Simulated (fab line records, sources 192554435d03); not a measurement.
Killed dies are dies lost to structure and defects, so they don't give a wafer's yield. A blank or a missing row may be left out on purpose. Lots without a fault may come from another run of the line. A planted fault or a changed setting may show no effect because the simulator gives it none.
Chamber matching | flow n5_finfet | N5_BEOL_M7_STRIP_36 on rie_diel-01: 4 sister chambers
The step strips in N2/H2. 20 wafers are shown with their chamber, then 10 later ones without.

WAFERS WITH THEIR CHAMBER
wafer  | chamber | drypump_motor_current_A (A) | showerhead_plenum_p_Torr (Torr) | throttle_valve_pct (%)
L074.2 | 2       | 5.4                         | 2.59                            | 24.5
L074.3 | 0       | 5.1                         | 2.63                            | 23.6
L074.5 | 3       | 6.4                         | 2.49                            | 23.6
L077.1 | 0       | 5.1                         | 2.63                            | 23.6
L077.3 | 1       | 5.6                         | 2.50                            | 23.5
L077.6 | 2       | 5.4                         | 2.58                            | 24.6
L079.1 | 2       | 5.4                         | 2.58                            | 24.5
L079.3 | 1       | 5.7                         | 2.49                            | 23.5
L079.6 | 0       | 5.1                         | 2.63                            | 23.6
L083.2 | 0       | 5.1                         | 2.62                            | 23.6
L083.4 | 1       | 5.6                         | 2.49                            | 23.5
L083.5 | 2       | 5.4                         | 2.58                            | 24.6
L089.4 | 2       | 5.5                         | 2.57                            | 24.5
L089.5 | 0       | 5.1                         | 2.62                            | 23.6
L089.6 | 1       | 5.6                         | 2.49                            | 23.5
L093.2 | 2       | 5.4                         | 2.57                            | 24.6
L093.4 | 1       | 5.7                         | 2.48                            | 23.5
L093.5 | 0       | 5.2                         | 2.62                            | 23.6
L095.1 | 3       | 6.4                         | 2.48                            | 23.0
L095.3 | 1       | 5.6                         | 2.48                            | 23.5

SIGNATURES (means of the wafers above)
reading                  | chamber 0 | chamber 1 | chamber 2 | chamber 3 | scatter within a chamber
drypump_motor_current_A  | 5.117     | 5.633     | 5.417     | 6.400     | 0.0433
showerhead_plenum_p_Torr | 2.6250    | 2.4883    | 2.5783    | 2.4850    | 0.00692
throttle_valve_pct       | 23.600    | 23.500    | 24.550    | 23.300    | 0.11
Rule: a wafer's distance from a chamber is the root of the sum, over the readings, of the square of ((its reading less the chamber's mean) divided by the reading's scatter). The wafer belongs to the nearest chamber; if the next one is less than 2 further off, it can't be placed. The scatter: the root of (the sum of the squares of (reading less its chamber's mean) over the shown wafers, divided by (wafers less chambers)).

WAFERS WITHOUT THEIR CHAMBER
wafer  | drypump_motor_current_A (A) | showerhead_plenum_p_Torr (Torr) | throttle_valve_pct (%)
L095.4 | 5.1                         | 2.62                            | 23.6
L094.1 | 6.3                         | 2.48                            | 23.0
L094.4 | 5.4                         | 2.57                            | 24.6
L094.6 | 5.4                         | 2.57                            | 24.6
L096.1 | 6.4                         | 2.48                            | 23.0
L096.3 | 5.1                         | 2.61                            | 23.7
L096.4 | 5.6                         | 2.48                            | 23.5
L097.2 | 5.6                         | 2.48                            | 23.5
L097.5 | 6.3                         | 2.48                            | 23.0
L097.6 | 5.7                         | 2.48                            | 23.5

WHICH CHAMBER EACH WENT THROUGH
wafer  | from the rows above | in truth
L095.4 | 0                   | 0
L094.1 | 3                   | 3
L094.4 | 2                   | 2
L094.6 | 2                   | 2
L096.1 | 3                   | 3
L096.3 | 0                   | 0
L096.4 | 1                   | 1
L097.2 | 1                   | 1
L097.5 | 3                   | 3
L097.6 | 1                   | 1
Placed correctly: 10 of 10. Can't be placed from these rows: 0. Placed wrongly: 0.
